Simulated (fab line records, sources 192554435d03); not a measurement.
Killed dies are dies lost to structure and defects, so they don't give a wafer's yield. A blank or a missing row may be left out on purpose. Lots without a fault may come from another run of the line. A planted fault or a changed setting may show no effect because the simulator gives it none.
fab line records | flow n5_finfet
record lots=7 wafers=39
route steps=1938 shown WELL_APT@39 FIN_SAQP@108 FIN_CUT@176 STI_FIN_REVEAL@190 DUMMY_GATE@246 HKMG_FIN@395
start_h: hours from the record's first day to the start of the lot's first wafer shown | wait_h: hours since the lot's step before | " the same as in the row above | L1.1+2: a row that stands for several wafers | - no value, or no start given | * or withheld: withheld | < > ~ a bound
route shown NAME@n: a module of which the file shows steps, and the number in the route of the first | usual: mean/standard deviation of fault-free wafers | same: alike in all rows | chamber/n: place in a boat | sites: the reading at each site | _std_site: their standard deviation | _edge_site: outer sites' mean less inner sites' | radius_mm: how far each site lies from the wafer's centre | mask NAME#n: copy n | behind: the tool/chamber that last shaped the wafer | hold: why the lot was held/for how many hours/how that ended | device: the transistor (n, p or np) that didn't switch | end of line: the same wafers' tests at the end of the route | a step without rows: its recipe alone | killed: dies lost to structure and defects at the first sort, not the wafer's yield | map: a wafer's dies, x killed, . not, _ none there
set.NAME: the setting as run; set.NAME@STEP: as run at that earlier step | model.NAME: the simulator's own value behind a step, which no gauge read
lots whose settings were changed on purpose; a table a step, a row a wafer
## steps
# step N5_WELL_APT_EXPOSE_22
# recipe mask_id=PWELL na=0.8 source_shape=conventional sigma_outer=0.8 polarization=unpolarized defocus_nm=0 target_cd_nm=200 dose_mj=23.2
# columns lot.wafer tool chamber start_h wait_h mask set.dose_mj
L074.1+3+5 krf_scanner-01 0 15.51 - PWELL#0 24.61
L074.2+4+6 " 0 " " PWELL#0 23.2
L076.1+2+5 krf_scanner-02 0 27.61 - PWELL#0 23.2
L076.3+4+6 " 0 " " PWELL#0 24.53
L078.1+2+6 krf_scanner-02 0 38.92 - PWELL#0 23.2
L078.3+4+5 " 0 " " PWELL#0 22.71
L079.1+3+6 krf_scanner-02 0 44.71 - PWELL#0 23.2
L089.1+2+3+4+5+6 krf_scanner-01 0 105.35 - PWELL#0 23.2
L094.1+4+6 krf_scanner-01 0 134.86 - PWELL#0 24.22
L094.2+3+5 " 0 " " PWELL#0 23.2
L095.1+3+6 krf_scanner-01 0 140.72 - PWELL#0 23.2
L095.2+4+5 " 0 " " PWELL#0 24.27
# step N5_WELL_APT_PEB_23
# recipe peb_temp_c=130 peb_time_s=90
# step N5_WELL_APT_DEVELOP_24
# recipe develop_time_s=45 rinse_liquid=surfactant_rinse dry=air_spin dev_temp_c=21
# step N5_WELL_APT_HARDBAKE_29
# recipe temp_c=130 time_s=120
# step N5_WELL_APT_CD_MEAS_25
# recipe target_cd_nm=200 landing_energy_ev=500 detector=se_inlens
# usual cd_nm=200.8/2.4
# columns lot.wafer tool chamber start_h wait_h set.dose_mj@WELL_APT_EXPOSE_22 cd_nm
L074.1 cd_sem-02 0 15.69 - 24.61 213.9
L074.2 " 0 " " 23.2 205.3
L074.3 " 0 " " 24.61 210.6
L074.4 " 0 " " 23.2 201.8
L074.5 " 0 " " 24.61 211.5
L074.6 " 0 " " 23.2 203.3
L076.1 cd_sem-03 0 27.78 - 23.2 201.8
L076.2 " 0 " " 23.2 206.4
L076.3 " 0 " " 24.53 208.0
L076.4 " 0 " " 24.53 211.6
L076.5 " 0 " " 23.2 203.5
L076.6 " 0 " " 24.53 212.9
L078.1 cd_sem-01 0 39.09 - 23.2 198.6
L078.2 " 0 " " 23.2 200.2
L078.3 " 0 " " 22.71 198.7
L078.4 " 0 " " 22.71 200.5
L078.5 " 0 " " 22.71 193.0
L078.6 " 0 " " 23.2 199.7
L079.1 cd_sem-02 0 44.88 - 23.2 200.9
L079.3 " 0 " " 23.2 200.5
L079.6 " 0 " " 23.2 200.8
L089.1 cd_sem-01 0 105.53 - 23.2 199.0
L089.2 " 0 " " 23.2 199.5
L089.3 " 0 " " 23.2 201.1
L089.4 " 0 " " 23.2 199.9
L089.5 " 0 " " 23.2 203.4
L089.6 " 0 " " 23.2 198.3
L094.1 cd_sem-01 0 135.03 - 24.22 209.7
L094.2 " 0 " " 23.2 202.9
L094.3 " 0 " " 23.2 201.0
L094.4 " 0 " " 24.22 207.3
L094.5 " 0 " " 23.2 201.1
L094.6 " 0 " " 24.22 211.4
L095.1 cd_sem-01 0 140.90 - 23.2 206.2
L095.2 " 0 " " 24.27 208.1
L095.3 " 0 " " 23.2 202.4
L095.4 " 0 " " 24.27 208.6
L095.5 " 0 " " 24.27 210.9
L095.6 " 0 " " 23.2 200.2
# step N5_FIN_SAQP_EXPOSE_13
# recipe mask_id=FIN_CORE na=1.35 source_shape=dipole sigma_inner=0.538 sigma_outer=0.738 polarization=te target_cd_nm=35.6 dose_mj=63.25
# columns lot.wafer tool chamber start_h wait_h mask set.dose_mj
L074.1+4+6 arfi_scanner-03 0 23.19 - FIN_CORE#0 63.25
L074.2+3+5 " 0 " " FIN_CORE#0 58.82
L076.1+2+3 arfi_scanner-01 0 34.44 - FIN_CORE#0 63.25
L076.4+5+6 " 0 " " FIN_CORE#0 61.28
L078.1+3+6 arfi_scanner-02 0 45.17 - FIN_CORE#0 67.45
L078.2+4+5 " 0 " " FIN_CORE#0 63.25
L079.1+3+6 arfi_scanner-01 0 51.19 - FIN_CORE#0 63.25
L089.1+2+3+4+5+6 arfi_scanner-03 0 112.12 - FIN_CORE#0 63.25
L094.1+3+4 arfi_scanner-01 0 142.77 - FIN_CORE#0 63.25
L094.2+5+6 " 0 " " FIN_CORE#0 60.85
L095.1+3+4 arfi_scanner-03 0 148.11 - FIN_CORE#0 63.25
L095.2+5+6 " 0 " " FIN_CORE#0 59.56
# step N5_FIN_SAQP_PEB_14
# recipe peb_temp_c=withheld peb_time_s=60 resist=CAR-ArF
# step N5_FIN_SAQP_DEVELOP_15
# recipe develop_time_s=30 developer=TMAH resist=CAR-ArF dev_temp_c=23 rinse_liquid=diw dry=air_spin
# step N5_FIN_SAQP_CD_MEAS_16
# recipe target_cd_nm=35.6 landing_energy_ev=500 detector=se_inlens
# usual cd_nm=35.5/0.46
# columns lot.wafer tool chamber start_h wait_h set.dose_mj@FIN_SAQP_EXPOSE_13 cd_nm
L074.1 cd_sem-02 0 23.32 - 63.25 35.1
L074.2 " 0 " " 58.82 37.8
L074.3 " 0 " " 58.82 37.2
L074.4 " 0 " " 63.25 35.1
L074.5 " 0 " " 58.82 37.5
L074.6 " 0 " " 63.25 35.9
L076.1 cd_sem-02 0 34.56 - 63.25 35.3
L076.2 " 0 " " 63.25 36.3
L076.3 " 0 " " 63.25 35.9
L076.4 " 0 " " 61.28 36.1
L076.5 " 0 " " 61.28 36.9
L076.6 " 0 " " 61.28 36.6
L078.1 cd_sem-02 0 45.30 - 67.45 33.4
L078.2 " 0 " " 63.25 34.9
L078.3 " 0 " " 67.45 33.8
L078.4 " 0 " " 63.25 35.2
L078.5 " 0 " " 63.25 34.8
L078.6 " 0 " " 67.45 34.3
L079.1 cd_sem-03 0 51.32 - 63.25 36.5
L079.3 " 0 " " 63.25 35.4
L079.6 " 0 " " 63.25 35.6
L089.1 cd_sem-03 0 112.25 - 63.25 35.1
L089.2 " 0 " " 63.25 36.0
L089.3 " 0 " " 63.25 35.8
L089.4 " 0 " " 63.25 35.2
L089.5 " 0 " " 63.25 36.2
L089.6 " 0 " " 63.25 34.8
L094.1 cd_sem-01 0 142.89 - 63.25 35.7
L094.2 " 0 " " 60.85 36.8
L094.3 " 0 " " 63.25 35.9
L094.4 " 0 " " 63.25 35.7
L094.5 " 0 " " 60.85 36.6
L094.6 " 0 " " 60.85 36.6
L095.1 cd_sem-01 0 148.24 - 63.25 35.9
L095.2 " 0 " " 59.56 37.9
L095.3 " 0 " " 63.25 36.5
L095.4 " 0 " " 63.25 35.9
L095.5 " 0 " " 59.56 37.8
L095.6 " 0 " " 59.56 38.0
# step N5_FIN_CUT_CUT_ETCH_15
# recipe chemistry=HBr/Cl2/O2 target=Si target_depth_a=1000 bt_time_s=10 mask_material=SOC time_s=42.4 ion_energy_ev=* bias_w=* pressure_mtorr=10 icp_w=800 HBr_flow_sccm=150 Cl2_flow_sccm=80 O2_flow_sccm=12
# columns lot.wafer tool chamber start_h wait_h set.time_s model.FIN_CUT.feature_depth_nm model.etch.depth_nm model.SOC_of_FIN_CUT_COAT_18.thk_nm
L074.1 rie_si-06 1 29.47 0.1 42.4 101 101 170
L074.2 " 2 " " 42.4 103 102.9 167.8
L074.3 " 0 " " 42.4 102.4 102.4 168.8
L074.4 " 3 " " 46.23 113.8 113.7 163
L074.5 " 3 " " 46.23 113.2 113.1 165.2
L074.6 " 2 " " 46.23 111.4 111.3 165.4
L076.1 rie_si-03 1 40.50 0.1 42.4 101 101 169
L076.2 " 3 " " 52.3 123.2 123.2 161.6
L076.3 " 0 " " 42.4 97.8 97.85 170.8
L076.4 " 2 " " 52.3 124.2 124.2 160.6
L076.5 " 3 " " 52.3 123.4 123.3 161.4
L076.6 " 2 " " 42.4 100.8 100.9 169.6
L078.1 rie_si-01 0 51.95 0.1 38.72 85.2 85.29 176
L078.2 " 3 " " 38.72 92.8 92.85 171.6
L078.3 " 2 " " 42.4 97.4 97.35 168.8
L078.4 " 1 " " 42.4 98 98 169.2
L078.5 " 1 " " 38.72 89.2 89.16 173
L078.6 " 2 " " 42.4 98.8 98.74 168.4
L079.1 rie_si-03 2 57.71 0.1 42.4 100.6 100.6 170.2
L079.3 " 0 " " 42.4 97.6 97.56 170.4
L079.6 " 1 " " 42.4 100 100.1 170.2
L089.1 rie_si-06 0 117.73 0.1 49.79 117.6 117.6 163.6
L089.2 " 2 " " 49.79 119.4 119.5 162
L089.3 " 3 " " 42.4 104.2 104.2 168.8
L089.4 " 1 " " 49.79 119.2 119.1 163.4
L089.5 " 1 " " 42.4 101.4 101.4 169
L089.6 " 0 " " 42.4 101.6 101.7 169.6
L094.1 rie_si-06 2 149.16 0.1 42.4 103.6 103.6 168.6
L094.2 " 1 " " 42.4 100 99.96 169.2
L094.3 " 3 " " 49.61 119.8 119.8 161.8
L094.4 " 0 " " 49.61 119.6 119.6 160.8
L094.5 " 1 " " 42.4 100 99.93 169
L094.6 " 0 " " 49.61 119.2 119.2 161.2
L095.1 rie_si-03 1 153.61 0.1 34.53 82.8 82.85 176.8
L095.2 " 0 " " 34.53 80 80.05 177.4
L095.3 " 2 " " 42.4 100 100 170.4
L095.4 " 3 " " 34.53 80.6 80.63 178.6
L095.5 " 3 " " 42.4 98.6 98.63 170.8
L095.6 " 0 " " 42.4 99.2 99.16 169.8
# step N5_STI_FIN_REVEAL_ETCHBACK_08
# recipe chemistry=C4F6/O2 target=SiO2 target_depth_a=305 time_s=10.167 ion_energy_ev=250 pressure_mtorr=30 source_w=345 bias_w=185 Ar_flow_sccm=300 C4F6_flow_sccm=10 O2_flow_sccm=10
# columns lot.wafer tool chamber start_h wait_h set.target_depth_a
L074.1+3+4 rie_diel-01 1,0,3 35.41 0.2 261.9
L074.2+5+6 " 2,1,2 " " 305
L076.1+2+3+4+5+6 rie_diel-01 3,2,1,0,2,1 46.65 0.2 305
L078.1+2+4 rie_diel-03 3,1,2 58.29 0.4 305
L078.3+5+6 " 0,2,3 " " 280.4
L079.1+3+6 rie_diel-01 0,1,3 63.68 0.2 305
L089.1+4+6 rie_diel-03 3,3,2 124.10 0.2 305
L089.2+3+5 " 0,2,0 " " 336.6
L094.1+3+5 rie_diel-03 0,1,0 155.62 0.3 305
L094.2+4+6 " 2,3,3 " " 291.4
L095.1+2+3+4+5+6 rie_diel-03 1,0,3,2,2,1 159.55 0.2 305
# step N5_STI_FIN_REVEAL_STRIP_24
# recipe chemistry=N2/H2 time_s=90 power_w=100 temp_c=40 pressure_mtorr=100 rf_frequency_hz=6e+07 bias_power_w=3 n2_flow_sccm=300 h2_flow_sccm=300
# step N5_STI_FIN_REVEAL_PRECLEAN_25
# recipe chemistry=SPM time_s=90 temp_c=120 mix=4:1
# step N5_STI_FIN_REVEAL_SRD_23
# recipe dry=ipa_marangoni time_s=30 temp_c=23 rinse_liquid=diw
# step N5_STI_FIN_REVEAL_FIN_H_MEAS_10
# usual trench_depth_nm=52.1/0.79
# columns lot.wafer tool chamber start_h wait_h set.target_depth_a@STI_FIN_REVEAL_ETCHBACK_08 trench_depth_nm
L074.1 ocd-01 - 38.39 0.0 261.9 46.3
L074.2 " - " " 305 51.0
L074.3 " - " " 261.9 47.6
L074.4 " - " " 261.9 46.6
L074.5 " - " " 305 51.4
L074.6 " - " " 305 50.6
L076.1 ocd-02 - 49.62 0.0 305 52.0
L076.2 " - " " 305 52.2
L076.3 " - " " 305 52.8
L076.4 " - " " 305 53.5
L076.5 " - " " 305 52.7
L076.6 " - " " 305 52.4
L078.1 ocd-02 - 61.33 0.0 305 51.2
L078.2 " - " " 305 51.1
L078.3 " - " " 280.4 48.1
L078.4 " - " " 305 51.6
L078.5 " - " " 280.4 49.3
L078.6 " - " " 280.4 48.6
L079.1 ocd-02 - 66.84 0.0 305 52.7
L079.3 " - " " 305 51.8
L079.6 " - " " 305 50.5
L089.1 ocd-01 - 127.05 0.0 305 51.4
L089.2 " - " " 336.6 55.1
L089.3 " - " " 336.6 56.7
L089.4 " - " " 305 52.0
L089.5 " - " " 336.6 55.2
L089.6 " - " " 305 53.5
L094.1 ocd-02 - 158.70 0.0 305 51.4
L094.2 " - " " 291.4 50.8
L094.3 " - " " 305 52.6
L094.4 " - " " 291.4 50.1
L094.5 " - " " 305 51.5
L094.6 " - " " 291.4 50.0
L095.1 ocd-02 - 162.50 0.0 305 52.9
L095.2 " - " " 305 52.1
L095.3 " - " " 305 52.2
L095.4 " - " " 305 52.7
L095.5 " - " " 305 52.2
L095.6 " - " " 305 52.9
# step N5_DUMMY_GATE_ETCH_32
# recipe chemistry=CF4 target=SiO2 target_depth_a=35 time_s=3.9 ion_energy_ev=350 pressure_mtorr=10 icp_w=800 bias_w=400 cf4_flow_sccm=80
# columns lot.wafer tool chamber start_h wait_h set.time_s model.etch.depth_nm
L074.1 rie_si-03 3 53.31 0.1 3.335 2.961
L074.2 " 2 " " 3.335 3.037
L074.3 " 0 " " 3.9 3.361
L074.4 " 1 " " 3.9 3.521
L074.5 " 0 " " 3.9 3.414
L074.6 " 3 " " 3.335 2.993
L076.1 rie_si-01 1 61.28 0.1 3.9 3.376
L076.2 " 0 " " 3.9 3.232
L076.3 " 3 " " 3.9 3.645
L076.4 " 2 " " 3.9 3.479
L076.5 " 1 " " 3.9 3.374
L076.6 " 0 " " 3.9 3.229
L078.1 rie_si-03 2 72.01 0.1 3.9 3.555
L078.2 " 0 " " 3.9 3.353
L078.3 " 3 " " 3.9 3.503
L078.4 " 0 " " 3.9 3.376
L078.5 " 2 " " 3.9 3.534
L078.6 " 3 " " 3.9 3.52
L079.1 rie_si-03 0 76.84 0.1 3.9 3.348
L079.3 " 3 " " 3.9 3.509
L079.6 " 2 " " 3.9 3.534
L089.1 rie_si-06 3 138.38 0.1 3.9 3.609
L089.2 " 2 " " 3.9 3.581
L089.3 " 0 " " 3.9 3.552
L089.4 " 1 " " 3.9 3.51
L089.5 " 0 " " 3.9 3.529
L089.6 " 3 " " 3.9 3.597
L094.1 rie_si-06 1 168.50 0.1 3.9 3.485
L094.2 " 3 " " 3.9 3.574
L094.3 " 0 " " 3.9 3.544
L094.4 " 2 " " 3.9 3.66
L094.5 " 3 " " 3.9 3.603
L094.6 " 0 " " 3.9 3.538
L095.1 rie_si-03 1 174.02 0.1 4.794 4.349
L095.2 " 3 " " 3.9 3.442
L095.3 " 2 " " 3.9 3.507
L095.4 " 0 " " 3.9 3.352
L095.5 " 3 " " 4.794 4.216
L095.6 " 2 " " 4.794 4.296
# step N5_HKMG_FIN_EXPOSE_46
# recipe mask_id=NDIPOLE na=1.35 source_shape=conventional sigma_outer=0.8 polarization=unpolarized dose_mj=40
# columns lot.wafer tool chamber start_h wait_h mask set.dose_mj
L074.1+2+3+4+5+6 arfi_scanner-02 0 77.84 - NDIPOLE#0 40
L076.1+5+6 arfi_scanner-01 0 85.87 - NDIPOLE#0 42.7
L076.2+3+4 " 0 " " NDIPOLE#0 40
L078.1+2+3+4+5+6 arfi_scanner-03 0 97.54 - NDIPOLE#0 40
L079.1+3+6 arfi_scanner-03 0 104.62 - NDIPOLE#0 40
L089.1+4+5 arfi_scanner-03 0 163.49 - NDIPOLE#0 40
L089.2+3+6 " 0 " " NDIPOLE#0 37.27
L094.1+2+3+4+5+6 arfi_scanner-01 0 193.44 - NDIPOLE#0 40
L095.1+2+3+4+5+6 arfi_scanner-03 0 199.02 - NDIPOLE#0 40
# step N5_HKMG_FIN_PEB_47
# recipe peb_temp_c=withheld peb_time_s=60 resist=CAR-ArF
# step N5_HKMG_FIN_DEVELOP_48
# recipe develop_time_s=30 developer=TMAH resist=CAR-ArF rinse_liquid=diw dry=air_spin dev_temp_c=23
# step N5_HKMG_FIN_CD_MEAS_49
# recipe target_cd_nm=202 landing_energy_ev=500 detector=se_inlens polarity=opening
# usual cd_nm=202.0/0.87
# columns lot.wafer tool chamber start_h wait_h set.dose_mj@HKMG_FIN_EXPOSE_46 cd_nm
L074.1 cd_sem-01 0 77.96 - 40 203.3
L074.2 " 0 " " 40 203.2
L074.3 " 0 " " 40 201.5
L074.4 " 0 " " 40 201.7
L074.5 " 0 " " 40 202.2
L074.6 " 0 " " 40 201.6
L076.1 cd_sem-01 0 86.00 - 42.7 206.8
L076.2 " 0 " " 40 201.4
L076.3 " 0 " " 40 201.6
L076.4 " 0 " " 40 201.7
L076.5 " 0 " " 42.7 205.8
L076.6 " 0 " " 42.7 205.7
L078.1 cd_sem-03 0 97.67 - 40 202.3
L078.2 " 0 " " 40 202.0
L078.3 " 0 " " 40 202.8
L078.4 " 0 " " 40 201.8
L078.5 " 0 " " 40 201.8
L078.6 " 0 " " 40 202.6
L079.1 cd_sem-02 0 104.74 - 40 200.3
L079.3 " 0 " " 40 202.1
L079.6 " 0 " " 40 200.7
L089.1 cd_sem-01 0 163.62 - 40 202.6
L089.2 " 0 " " 37.27 199.9
L089.3 " 0 " " 37.27 198.7
L089.4 " 0 " " 40 202.7
L089.5 " 0 " " 40 201.9
L089.6 " 0 " " 37.27 198.2
L094.1 cd_sem-03 0 193.57 - 40 200.8
L094.2 " 0 " " 40 202.7
L094.3 " 0 " " 40 202.1
L094.4 " 0 " " 40 201.8
L094.5 " 0 " " 40 202.7
L094.6 " 0 " " 40 201.9
L095.1 cd_sem-03 0 199.14 - 40 203.1
L095.2 " 0 " " 40 201.9
L095.3 " 0 " " 40 202.8
L095.4 " 0 " " 40 202.5
L095.5 " 0 " " 40 203.2
L095.6 " 0 " " 40 202.9
## key
split step=N5_WELL_APT_EXPOSE_22 setting=dose_mj stated=23.2 by=wafer
response step=N5_WELL_APT_CD_MEAS_25 reading=cd_nm change=+1.39 per=1% r=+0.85
split step=N5_FIN_SAQP_EXPOSE_13 setting=dose_mj stated=63.25 by=wafer
response step=N5_FIN_SAQP_CD_MEAS_16 reading=cd_nm change=-0.254 per=1% r=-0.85
split step=N5_FIN_CUT_CUT_ETCH_15 setting=time_s stated=42.4 by=wafer
response step=N5_FIN_CUT_CUT_ETCH_15 reading=model.FIN_CUT.feature_depth_nm change=+1.01 per=1% r=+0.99
response step=N5_FIN_CUT_CUT_ETCH_15 reading=model.etch.depth_nm change=+1.01 per=1% r=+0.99
response step=N5_FIN_CUT_CUT_ETCH_15 reading=model.SOC_of_FIN_CUT_COAT_18.thk_nm change=-0.398 per=1% r=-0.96
split step=N5_STI_FIN_REVEAL_ETCHBACK_08 setting=target_depth_a stated=305 by=wafer
response step=N5_STI_FIN_REVEAL_FIN_H_MEAS_10 reading=trench_depth_nm change=+0.313 per=1% r=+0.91
split step=N5_DUMMY_GATE_ETCH_32 setting=time_s stated=3.9 by=wafer
response step=N5_DUMMY_GATE_ETCH_32 reading=model.etch.depth_nm change=+0.0352 per=1% r=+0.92
split step=N5_HKMG_FIN_EXPOSE_46 setting=dose_mj stated=40 by=wafer
response step=N5_HKMG_FIN_CD_MEAS_49 reading=cd_nm change=+0.584 per=1% r=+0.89
